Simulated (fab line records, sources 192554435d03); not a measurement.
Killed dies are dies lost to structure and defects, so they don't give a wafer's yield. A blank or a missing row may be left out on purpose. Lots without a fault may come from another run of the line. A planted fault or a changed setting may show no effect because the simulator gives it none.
One fault seen from 2 desks | flow n5_finfet | each desk has only its own numbers; what lay behind them comes last

THE TOOL OWNER'S DESK: rie_diel-02
The tool's own readings at N5_BEOL_M13_ETCH_59 (etches BARC in N2/H2, target depth 89 nm, overetch 26.7 nm, time 67.9 s): means of the sampled wafers that have a number, for each lot that ran on this tool. A lot is out of limits, marked OUT, if its mean lies more than 4 standard deviations from the usual mean; the brackets give that distance.
Columns: A = drypump_motor_current_A at N5_BEOL_M13_ETCH_59, usual 5.6 A; B = oes_product_au at N5_BEOL_M13_ETCH_59, usual 0.67 a.u.; C = rf_vpp_V at N5_BEOL_M13_ETCH_59, usual 523.2 V; D = showerhead_plenum_p_Torr at N5_BEOL_M13_ETCH_59, usual 2.52 Torr; E = throttle_valve_pct at N5_BEOL_M13_ETCH_59, usual 17.87 %
lot  | first seen here | A   | B    | C     | D    | E
L524 | day 12 06:38    | 5.8 | 0.70 | 523.4 | 2.51 | 17.82
L527 | day 13 09:42    | 5.3 | 0.63 | 524.1 | 2.56 | 18.13
L530 | day 14 05:55    | 5.8 | 0.68 | 524.4 | 2.51 | 17.84
L532 | day 14 21:01    | 5.7 | 0.61 | 523.7 | 2.55 | 18.01
L538 | day 17 01:48    | 5.6 | 0.63 | 522.4 | 2.53 | 18.01
L542 | day 17 10:35    | 5.8 | 0.66 | 522.1 | 2.49 | 17.92
L544 | day 18 08:14    | 5.6 | 0.67 | 520.5 | 2.47 | 17.97
L545 | day 19 01:17    | 5.9 | 0.63 | 522.3 | 2.50 | 17.93
This desk's finding: nothing out of limits on any of the 8 lots.

THE METROLOGY DESK
What the gauges read, lot by lot, whatever tool the lot ran on: means of the sampled wafers that have a number. A lot is out of limits, marked OUT, if its mean lies more than 4 standard deviations from the usual mean; the brackets give that distance.
Columns: A = cd_nm at N5_BEOL_M13_CD_MEAS_17, usual 190.2 nm; B = M13_OVL at N5_BEOL_M13_OVL_MEAS_29, usual 2 nm
lot  | first seen here | A     | B
L524 | day 12 07:08    | 189.6 | 3
L527 | day 13 10:11    | 195.2 | -2
L530 | day 14 06:25    | 195.0 | -2
L531 | day 14 16:46    | 191.6 | 2
L532 | day 14 21:31    | 192.3 | -1
L539 | day 16 17:42    | 192.6 | 4
L538 | day 17 02:18    | 187.9 | 14
L542 | day 17 11:05    | 188.6 | -4
L544 | day 18 08:44    | 191.3 | 5
L545 | day 19 01:47    | 193.2 | 0
This desk's finding: nothing out of limits on any of the 10 lots.

PUT TOGETHER
The tool owner's desk saw nothing out of limits.
The metrology desk saw nothing out of limits.

WHAT THE SIMULATOR HAD PUT IN
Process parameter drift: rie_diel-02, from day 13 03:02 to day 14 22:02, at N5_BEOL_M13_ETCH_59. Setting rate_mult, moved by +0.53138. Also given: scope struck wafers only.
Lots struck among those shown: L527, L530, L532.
